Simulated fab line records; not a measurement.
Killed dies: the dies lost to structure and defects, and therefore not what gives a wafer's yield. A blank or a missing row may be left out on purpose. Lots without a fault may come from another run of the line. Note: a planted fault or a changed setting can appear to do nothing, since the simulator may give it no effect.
A struck lot beside a sound one || flow n5 finfet || 39 steps out of a route of 1938
Sound: wafers L334.1, L334.2, L334.5. Struck: wafer L345.1 (left out: L345.5, L345.6 of the same lot, which were not struck); the cause appears at the end.
Each step with rows lists, per side, the tool, then ch with its chambers, then its first start. Under that, the readings that differ: sound wafers || struck wafers || difference of the means || sigmas: that difference in standard deviations of wafers without a fault.
alike: readings whose means differ by less than 2 such deviations, and words and numbers that are the same on both sides. not compared: withheld readings, readings that some wafer has no value for, bounds like >300 that may hide the same value, and numbers for which the record gives no deviation and whose values overlap.
A row with sigmas, a row that says differs or no value, or rows on one side alone: a step with any of these is where the two part. Non-overlapping numbers with no deviation appear without sigmas and do not part them. A reading missing from all wafers of one side parts the sides only when that side holds two or more wafers.

first, 9 steps without rows for these wafers: N5_BEOL_M1_COAT_22 (resist thk 30 nm); N5_BEOL_M1_EBR_24; N5_BEOL_M1_SOFTBAKE_23 (time 60 s); N5_BEOL_M1_EXPOSE_25 (exposes mask V0, defocus 5 nm, target cd 24 nm); N5_BEOL_M1_PEB_26 (peb time 60 s); N5_BEOL_M1_DEVELOP_27 (develop time 30 s); N5_BEOL_M1_DESCUM_33 (chemistry O2, time 7 s); N5_BEOL_M1_ETCH_77 (etches underlayer in N2/H2, target depth 6.5 nm, time 5.2 s); N5_BEOL_M1_ETCH_69 (etches SiARC in CF4, target depth 15.6 nm, time 26 s).
N5_BEOL_M1_ALD_98: deposits SiO2, target thk 2.5 nm, pulse time 1 s, co reactant pulse time 1 s.
  sound on ald sin-03 ch 0,2,3, day 6 01:47; struck on ald sin-03 ch 3, day 9 01:37
{"reading": "ald cycles", "sound": "17 17 17", "struck": 25, "difference": "+8", "sigmas": ""}
{"reading": "model.SiO2_of_BEOL_M1_ALD_98.thk nm (nm)", "sound": "2.4 2.6 2.4", "struck": 3.6, "difference": "+1.1", "sigmas": ""}
  alike: heater power w, precursor pulse height rel, susceptor temp C
then, 4 steps without rows for these wafers: N5_BEOL_M1_ETCHBACK_99 (etches SiO2 in CHF3, target depth 5 nm, time 10.4 s); N5_BEOL_M1_ETCH_70 (etches SOC in N2/H2, target depth 80 nm, overetch 16 nm, time 120 s); N5_BEOL_M1_STRIP_71 (strips in N2/H2); N5_BEOL_M1_STRIP_78 (strips in N2/H2).
N5_BEOL_M1_VIA_ETCH_34: etches the open film in C4F6/O2, target depth 67.8 nm, time 64.4 s.
  sound on rie diel-03 ch 1,3, day 6 03:11; struck on rie diel-03 ch 0, day 9 01:53
{"reading": "model.BEOL_M1.cd nm (nm)", "sound": "17.8 17.4 18", "struck": 15.8, "difference": -1.9, "sigmas": ""}
  alike: C4F6_flow_sccm, bias w, drypump motor current A, oes product au, rf vpp V, showerhead plenum p Torr, throttle valve pct
  not compared: rf hours counter h
then, 22 steps without rows for these wafers: N5_BEOL_M1_STRIP_83 (strips in C4F6/O2); N5_BEOL_M1_STRIP_36 (strips in N2/H2); N5_BEOL_M1_TRENCH_ETCH_37 (etches SiOC in C4F6/O2, target depth 55.207 nm, time 29 s); N5_BEOL_M1_ETCH_41 (etches SiCN in CH3F/O2, target depth 31.9 nm, time 57.8 s); N5_BEOL_M1_STRIP_97 (strips in N2/H2, time 10 s); N5_BEOL_M1_HM_STRIP_39 (strips TiN in peroxide tin strip, target depth 25 nm, time 158 s); N5_BEOL_M1_SRD_40 (time 30 s); N5_BEOL_M1_PRECLEAN_42 (cleans in residue remover, time 60 s); N5_BEOL_M1_SRD_43 (time 30 s); N5_BEOL_M1_DEGAS_44 (time 60 s); N5_BEOL_M1_PRE_CLEAN_45 (time 30 s); N5_BEOL_M1_ALD_84 (deposits TaN, pulse time 2 s, purge time 3 s, co reactant purge time 2 s); N5_BEOL_M1_SURFACE_TREAT_85; N5_BEOL_M1_CVD_47 (deposits Co from CCTBA/H2, target thk 3 nm, time 223.8 s); N5_BEOL_M1_SPUTTER_48 (material Cu, target thk 4.5 nm, time 8.29 s); N5_BEOL_M1_ANNEAL_49 (time 240 s); N5_BEOL_M1_SPUTTER_79 (material Cu, target thk 4.5 nm, time 8.29 s); N5_BEOL_M1_ANNEAL_80 (time 240 s); N5_BEOL_M1_SPUTTER_81 (material Cu, target thk 4.5 nm, time 8.29 s); N5_BEOL_M1_ANNEAL_82 (time 240 s); N5_BEOL_M1_SPUTTER_86 (material Cu, target thk 4.5 nm, time 8.29 s); N5_BEOL_M1_ANNEAL_87 (time 240 s).
-- the record jumps here: 2 days lie between the struck wafers' starts before and after (it left off in module BEOL_M1 and takes up again in module BEOL_M4, whose first step shown is number 1111 of the route) --
N5_BEOL_M4_RC_MEAS_101:
  sound on prober-02 ch 0, day 8 01:24; struck on prober-01 ch 0, day 11 02:36
{"reading": "CHAIN_V0 (ohm/link)", "sound": "241 250 249", "struck": 297, "difference": "+50", "sigmas": "+5"}
{"reading": "CHAIN_V0_max_site (ohm/link)", "sound": "245 255 260", "struck": 309, "difference": "+56", "sigmas": "+5"}
  alike: DIBL_N, DIBL_P, IOFF_N, IOFF_P, ION_N, ION_P, SS_N, SS_P, VT_N, VT_P
-- record jumps: 6 days separate the struck wafers' starts on either side; left off in module BEOL_M4, taken up again in module PASSIVATION, whose first shown step is the route's number 1936 --
N5_PASSIVATION_PROBE_49:
  sound on prober-02 at day 12 04:17; struck on prober-02 at day 16 16:50
{"reading": "defect limited yield (%)", "sound": "90.3 89.9 91.4", "struck": 85.2, "difference": -5.3, "sigmas": -4}
{"reading": "killed_at_M0_to_M3", "sound": "39 42 35", "struck": 99, "difference": "+60", "sigmas": "+6"}
{"reading": "killed dies", "sound": "114 119 102", "struck": 175, "difference": "+63", "sigmas": "+4"}
{"reading": "killed on rim", "sound": "17 24 13", "struck": 48, "difference": "+30", "sigmas": "+8"}
{"reading": "sort_bin_5_function (%)", "sound": "6.2 5.8 4.4", "struck": 10.8, "difference": "+5.3", "sigmas": "+5"}
{"reading": "sort n pass", "sound": "1066 1061 1078", "struck": 1005, "difference": -63, "sigmas": -4}
{"reading": "sort yield pct (%)", "sound": "90.3 89.9 91.4", "struck": 85.2, "difference": -5.3, "sigmas": -4}
  alike: killed_at_M4_up, killed at contacts, killed at front end, killed at other, killed open, killed short, sort_bin_6_memory

WHERE THEY PART
Last at N5_PASSIVATION_PROBE_49 as far as this record goes, first at N5_BEOL_M4_RC_MEAS_101.

WHY: whatever the simulator had introduced
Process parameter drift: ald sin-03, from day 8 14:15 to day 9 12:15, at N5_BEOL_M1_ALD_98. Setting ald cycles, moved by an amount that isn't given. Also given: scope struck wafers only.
